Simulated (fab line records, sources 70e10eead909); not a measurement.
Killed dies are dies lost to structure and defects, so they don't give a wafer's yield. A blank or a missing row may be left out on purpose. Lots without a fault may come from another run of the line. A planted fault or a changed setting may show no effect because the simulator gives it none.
Chamber matching | flow nand_harc | NHARC_A_STAIRCASE_DEP_280 on pecvd-01: 3 sister chambers
The step deposits SiON, target thk 30 nm. 6 wafers are shown with their chamber, then 9 later ones without.

WAFERS WITH THEIR CHAMBER
wafer  | chamber | heater_power_w (W) | rf_fwd_power_W (W)
L080.2 | 0       | 663                | 348.6
L080.3 | 2       | 663                | 348.3
L085.3 | 0       | 667                | 348.6
L091.3 | 2       | 769                | 349.2
L091.4 | 1       | 751                | 347.6
L091.6 | 1       | 772                | 347.5

WAFERS WITHOUT THEIR CHAMBER
wafer  | heater_power_w (W) | rf_fwd_power_W (W)
L092.1 | 874                | 347.2
L092.4 | 860                | 349.2
L092.5 | 733                | 349.4
L093.4 | 770                | 347.8
L093.5 | 778                | 346.9
L093.6 | 870                | 347.7
L096.4 | 879                | 350.0
L096.5 | 885                | 350.9
L096.6 | 890                | 350.5

WHICH CHAMBER EACH WENT THROUGH
wafer  | from the rows above          | in truth
L092.1 | 1                            | 1
L092.4 | can't be placed: 2 or 0 or 1 | 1
L092.5 | can't be placed: 2 or 0      | 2
L093.4 | 1                            | 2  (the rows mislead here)
L093.5 | 1                            | 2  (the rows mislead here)
L093.6 | 1                            | 1
L096.4 | can't be placed: 2 or 0      | 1
L096.5 | can't be placed: 2 or 0      | 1
L096.6 | can't be placed: 2 or 0      | 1
Placed correctly: 2 of 9. Can't be placed from these rows: 5 (the true chamber is among the candidates in 2). Placed wrongly: 2.
How it was worked out, from the rows above alone: a wafer's distance from a chamber is the root of the sum, over the readings, of the square of ((its reading less the chamber's mean) divided by the reading's scatter). The wafer belongs to the nearest chamber; if the next one is less than 2 further off, it can't be placed. A chamber's mean is the mean of its shown wafers. The scatter: the root of (the sum of the squares of (reading less its chamber's mean) over the shown wafers, divided by (wafers less chambers)).
